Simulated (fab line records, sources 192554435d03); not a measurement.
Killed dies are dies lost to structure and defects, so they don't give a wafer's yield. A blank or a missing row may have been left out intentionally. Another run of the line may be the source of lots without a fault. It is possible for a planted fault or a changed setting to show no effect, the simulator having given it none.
The tool behind it: which one? | flow n5_finfet | Sampling: 15 lots, 45 wafers, 4 of 1938 route steps

== WHAT THE GAUGES READ, wafer by wafer ==
The record holds no reading of a measuring or inspecting step that can be judged against a usual standard deviation.

== TOOL THAT RAN EACH LOT (tool first, then ch and the chambers of the sampled wafers, then the start) ==
lot  | N5_BEOL_M7_CURE_75            | N5_BEOL_M8_PEB_09                 | N5_BEOL_M8_ETCH_61                 | N5_BEOL_M8_ETCH_62
L510 | uv_cure-01 ch 0, day 9 04:21  | litho_track-03 ch 0, day 9 09:16  | rie_diel-05 ch 0,1,2, day 9 09:28  | rie_diel-05 ch 0,1,2, day 9 09:31
L513 | uv_cure-01 ch 0, day 9 16:10  | litho_track-04 ch 0, day 9 20:01  | rie_diel-05 ch 0,2,3, day 9 20:13  | rie_diel-05 ch 0,2,3, day 9 20:16
L511 | uv_cure-03 ch 0, day 10 00:09 | litho_track-03, day 10 03:06      | rie_diel-02 ch 0,1,3, day 10 04:25 | rie_diel-02 ch 0,1,3, day 10 04:28
L514 | uv_cure-03 ch 0, day 10 01:34 | litho_track-05, day 10 05:59      | rie_diel-05 ch 1,2,3, day 10 07:35 | rie_diel-05 ch 1,2,3, day 10 07:38
L515 | uv_cure-03 ch 2, day 10 08:08 | litho_track-04, day 10 11:38      | rie_diel-04 ch 0,2, day 10 12:20   | rie_diel-04 ch 0,2, day 10 12:24
L519 | uv_cure-01 ch 2, day 11 04:51 | litho_track-05 ch 0, day 11 09:04 | rie_diel-05 ch 0,1,3, day 11 09:31 | rie_diel-05 ch 0,1,3, day 11 09:35
L521 | uv_cure-02 ch 0, day 11 14:56 | litho_track-04 ch 0, day 11 22:11 | rie_diel-04 ch 0,1,3, day 11 22:22 | rie_diel-04 ch 0,1,3, day 11 22:26
L522 | uv_cure-02 ch 0, day 12 06:46 | litho_track-05 ch 0, day 12 11:02 | rie_diel-02 ch 0,2,3, day 12 11:13 | rie_diel-02 ch 0,2,3, day 12 11:17
L520 | uv_cure-03 ch 0, day 12 13:32 | litho_track-03 ch 0, day 12 18:34 | rie_diel-04 ch 0,1,3, day 12 18:54 | rie_diel-04 ch 0,1,3, day 12 18:57
L527 | uv_cure-02 ch 0, day 13 06:38 | litho_track-03 ch 0, day 13 11:52 | rie_diel-04 ch 0,3, day 13 12:07   | rie_diel-04 ch 0,3, day 13 12:10
L528 | uv_cure-01 ch 2, day 13 17:32 | litho_track-03 ch 0, day 13 21:28 | rie_diel-05 ch 0,1,2, day 13 21:39 | rie_diel-05 ch 0,1,2, day 13 21:42
L529 | uv_cure-03 ch 0, day 14 00:43 | litho_track-03 ch 0, day 14 05:24 | rie_diel-05 ch 1,2,3, day 14 05:55 | rie_diel-05 ch 1,2,3, day 14 05:58
L532 | uv_cure-02 ch 2, day 14 10:41 | litho_track-04 ch 0, day 14 15:09 | rie_diel-04 ch 0,1,2, day 14 15:25 | rie_diel-04 ch 0,1,2, day 14 15:28
L531 | uv_cure-03 ch 0, day 14 10:53 | litho_track-05 ch 0, day 14 15:21 | rie_diel-02 ch 0,1, day 14 15:32   | rie_diel-02 ch 0,1, day 14 15:35
L533 | uv_cure-01 ch 2, day 15 02:42 | litho_track-03 ch 0, day 15 09:41 | rie_diel-04 ch 1,2,3, day 15 09:54 | rie_diel-04 ch 1,2,3, day 15 09:59
- N5_BEOL_M7_CURE_75: cures SiCOH lowk, time 120 s.
- N5_BEOL_M8_PEB_09: peb time 60 s.
- N5_BEOL_M8_ETCH_61: etches SiARC in CF4, target depth 45.5 nm, time 75.8 s.
- N5_BEOL_M8_ETCH_62: etches SOC in N2/H2, target depth 110 nm, overetch 22 nm, time 165 s.

== AS READ BY THE TOOLS THEMSELVES (means over the sampled wafers that have a number; for cases with no such wafer, the mark the record gives instead) ==
N5_BEOL_M7_CURE_75. Usual: lamp_power_pct 52.31 %, standard deviation 0.057; wafer_temp_C_max 371.7, standard deviation 0.56.
lot  | tool       | lamp_power_pct (%) | wafer_temp_C_max | flag
L510 | uv_cure-01 | 52.32              | 370.9            |
L513 | uv_cure-01 | 52.28              | 371.0            |
L511 | uv_cure-03 | 52.38              | 371.5            |
L514 | uv_cure-03 | 52.31              | 371.7            |
L515 | uv_cure-03 | 52.32              | 372.7            |
L519 | uv_cure-01 | 52.29              | 372.1            |
L521 | uv_cure-02 | 52.31              | 371.9            |
L522 | uv_cure-02 | 52.33              | 371.9            |
L520 | uv_cure-03 | 52.34              | 371.6            |
L527 | uv_cure-02 | 52.32              | 371.9            |
L528 | uv_cure-01 | 52.36              | 372.2            |
L529 | uv_cure-03 | 52.31              | 371.4            |
L532 | uv_cure-02 | 52.24              | 371.6            |
L531 | uv_cure-03 | 52.31              | 371.1            |
L533 | uv_cure-01 | 52.27              | 371.9            |

N5_BEOL_M8_PEB_09. Usual: chill_plate_temp_C 23.04 C, standard deviation 0.11; exhaust_pa 45.1 Pa, standard deviation 0.84.
lot  | tool           | chill_plate_temp_C (C) | exhaust_pa (Pa) | flag
L510 | litho_track-03 | 22.91                  | 44.7            |
L513 | litho_track-04 | 22.98                  | 45.2            |
L511 | litho_track-03 | -                      | -               | OFF
L514 | litho_track-05 | -                      | -               | OFF
L515 | litho_track-04 | -                      | -               | OFF
L519 | litho_track-05 | 23.04                  | 46.3            |
L521 | litho_track-04 | 23.00                  | 45.7            |
L522 | litho_track-05 | 22.99                  | 45.4            |
L520 | litho_track-03 | 23.20                  | 44.5            |
L527 | litho_track-03 | 22.99                  | 45.1            |
L528 | litho_track-03 | 23.16                  | 44.5            |
L529 | litho_track-03 | 23.00                  | 45.5            |
L532 | litho_track-04 | 23.09                  | 44.0            |
L531 | litho_track-05 | 23.06                  | 46.9            |
L533 | litho_track-03 | 23.05                  | 44.7            |

N5_BEOL_M8_ETCH_61. Usual: for chamber_pressure_mTorr, 40.01 mTorr with a standard deviation of 0.038; for drypump_motor_current_A, 5.5 A with a standard deviation of 0.37; for etch_rf_on_time_s, 76.6 s with a standard deviation of 1.3; for oes_product_au, 0.64 a.u. with a standard deviation of 0.066; for rf_vpp_V, 183.9 V with a standard deviation of 1.2; for showerhead_plenum_p_Torr, 2.13 Torr with a standard deviation of 0.081; for throttle_valve_pct, 15.65 % with a standard deviation of 0.18.
lot  | tool        | chamber_pressure_mTorr (mTorr) | drypump_motor_current_A (A) | etch_rf_on_time_s (s) | oes_product_au (a.u.) | rf_vpp_V (V) | showerhead_plenum_p_Torr (Torr) | throttle_valve_pct (%) | flag
L510 | rie_diel-05 | 40.01                          | 5.5                         | 75.7                  | 0.64                  | 183.6        | 2.14                            | 15.57                  |
L513 | rie_diel-05 | 40.04                          | 5.5                         | 76.5                  | 0.67                  | 184.6        | 2.21                            | 15.44                  |
L511 | rie_diel-02 | 40.01                          | 5.3                         | 76.0                  | 0.69                  | 183.8        | 2.14                            | 15.55                  |
L514 | rie_diel-05 | 40.01                          | 5.7                         | 77.0                  | 0.64                  | 184.2        | 2.17                            | 15.62                  |
L515 | rie_diel-04 | 40.03                          | 5.5                         | 76.1                  | 0.64                  | 183.5        | 2.06                            | 15.72                  |
L519 | rie_diel-05 | 40.00                          | 5.4                         | 77.5                  | 0.66                  | 184.9        | 2.16                            | 15.53                  |
L521 | rie_diel-04 | 39.97                          | 5.6                         | 77.0                  | 0.58                  | 183.3        | 2.09                            | 15.84                  |
L522 | rie_diel-02 | 40.02                          | 5.7                         | 76.7                  | 0.63                  | 183.9        | 2.14                            | 15.74                  |
L520 | rie_diel-04 | 40.00                          | 5.6                         | 78.1                  | 0.57                  | 182.9        | 2.09                            | 15.85                  |
L527 | rie_diel-04 | 40.02                          | 5.7                         | 77.7                  | 0.57                  | 182.3        | 2.03                            | 15.79                  |
L528 | rie_diel-05 | 40.00                          | 5.4                         | 77.1                  | 0.61                  | 184.1        | 2.13                            | 15.63                  |
L529 | rie_diel-05 | 40.01                          | 5.7                         | 77.7                  | 0.62                  | 183.9        | 2.16                            | 15.69                  |
L532 | rie_diel-04 | 40.00                          | 5.3                         | 76.0                  | 0.69                  | 183.4        | 2.10                            | 15.65                  |
L531 | rie_diel-02 | 40.00                          | 5.2                         | 76.2                  | 0.65                  | 182.8        | 2.12                            | 15.54                  |
L533 | rie_diel-04 | 40.00                          | 5.2                         | 76.4                  | 0.68                  | 183.9        | 2.09                            | 15.63                  |

N5_BEOL_M8_ETCH_62. Usual: chamber_pressure_mTorr 30.002 mTorr, standard deviation 0.028; drypump_motor_current_A 5.5 A, standard deviation 0.37; oes_product_au 0.64 a.u., standard deviation 0.063; rf_vpp_V 523.4 V, standard deviation 2.9; showerhead_plenum_p_Torr 2.52 Torr, standard deviation 0.1; throttle_valve_pct 17.84 %, standard deviation 0.22.
lot  | tool        | chamber_pressure_mTorr (mTorr) | drypump_motor_current_A (A) | oes_product_au (a.u.) | rf_vpp_V (V) | showerhead_plenum_p_Torr (Torr) | throttle_valve_pct (%) | flag
L510 | rie_diel-05 | 30.001                         | 5.5                         | 0.63                  | 524.6        | 2.54                            | 17.77                  |
L513 | rie_diel-05 | 29.999                         | 5.5                         | 0.68                  | 526.1        | 2.64                            | 17.67                  |
L511 | rie_diel-02 | 29.978                         | 5.4                         | 0.68                  | 523.7        | 2.53                            | 17.73                  |
L514 | rie_diel-05 | 29.993                         | 5.7                         | 0.65                  | 524.6        | 2.59                            | 17.88                  |
L515 | rie_diel-04 | 29.993                         | 5.5                         | 0.64                  | 520.8        | 2.44                            | 17.88                  |
L519 | rie_diel-05 | 29.998                         | 5.4                         | 0.67                  | 524.6        | 2.56                            | 17.73                  |
L521 | rie_diel-04 | 30.005                         | 5.6                         | 0.58                  | 522.4        | 2.47                            | 17.98                  |
L522 | rie_diel-02 | 30.009                         | 5.7                         | 0.63                  | 524.3        | 2.54                            | 17.96                  |
L520 | rie_diel-04 | 30.015                         | 5.6                         | 0.58                  | 521.8        | 2.47                            | 18.00                  |
L527 | rie_diel-04 | 30.016                         | 5.7                         | 0.57                  | 520.2        | 2.40                            | 17.97                  |
L528 | rie_diel-05 | 30.029                         | 5.5                         | 0.61                  | 524.3        | 2.53                            | 17.84                  |
L529 | rie_diel-05 | 30.021                         | 5.7                         | 0.63                  | 524.5        | 2.57                            | 17.93                  |
L532 | rie_diel-04 | 30.011                         | 5.3                         | 0.68                  | 522.2        | 2.48                            | 17.80                  |
L531 | rie_diel-02 | 29.997                         | 5.2                         | 0.64                  | 523.5        | 2.51                            | 17.76                  |
L533 | rie_diel-04 | 30.009                         | 5.2                         | 0.67                  | 522.2        | 2.48                            | 17.76                  |

== THE ANSWER, worked out from the rows above alone ==
Rule: take the mean of a lot's wafers that have a number; if it is more than 3 standard deviations from the usual mean, the lot is off. A lot without any number at a reading at which 4 lots or more have one is off too. All remaining lots with rows at the step are treated as sound. The gauges are gone through in route order, then the tools' own readings, and for those a lot's mean is taken as printed above. The first step at which some lot is off is used, and at that step the reading that is off furthest; a lot without a number counts as furthest.
Off: L511, L514, L515, at N5_BEOL_M8_PEB_09 (chill_plate_temp_C). Without a number there: L511, L514, L515.
A tool fits if, at that step or a process step before it, it ran every lot that is off, and no sound lot after the first of them. None of those tried fits.

== WHAT WAS PUT IN BY THE SIMULATOR ==
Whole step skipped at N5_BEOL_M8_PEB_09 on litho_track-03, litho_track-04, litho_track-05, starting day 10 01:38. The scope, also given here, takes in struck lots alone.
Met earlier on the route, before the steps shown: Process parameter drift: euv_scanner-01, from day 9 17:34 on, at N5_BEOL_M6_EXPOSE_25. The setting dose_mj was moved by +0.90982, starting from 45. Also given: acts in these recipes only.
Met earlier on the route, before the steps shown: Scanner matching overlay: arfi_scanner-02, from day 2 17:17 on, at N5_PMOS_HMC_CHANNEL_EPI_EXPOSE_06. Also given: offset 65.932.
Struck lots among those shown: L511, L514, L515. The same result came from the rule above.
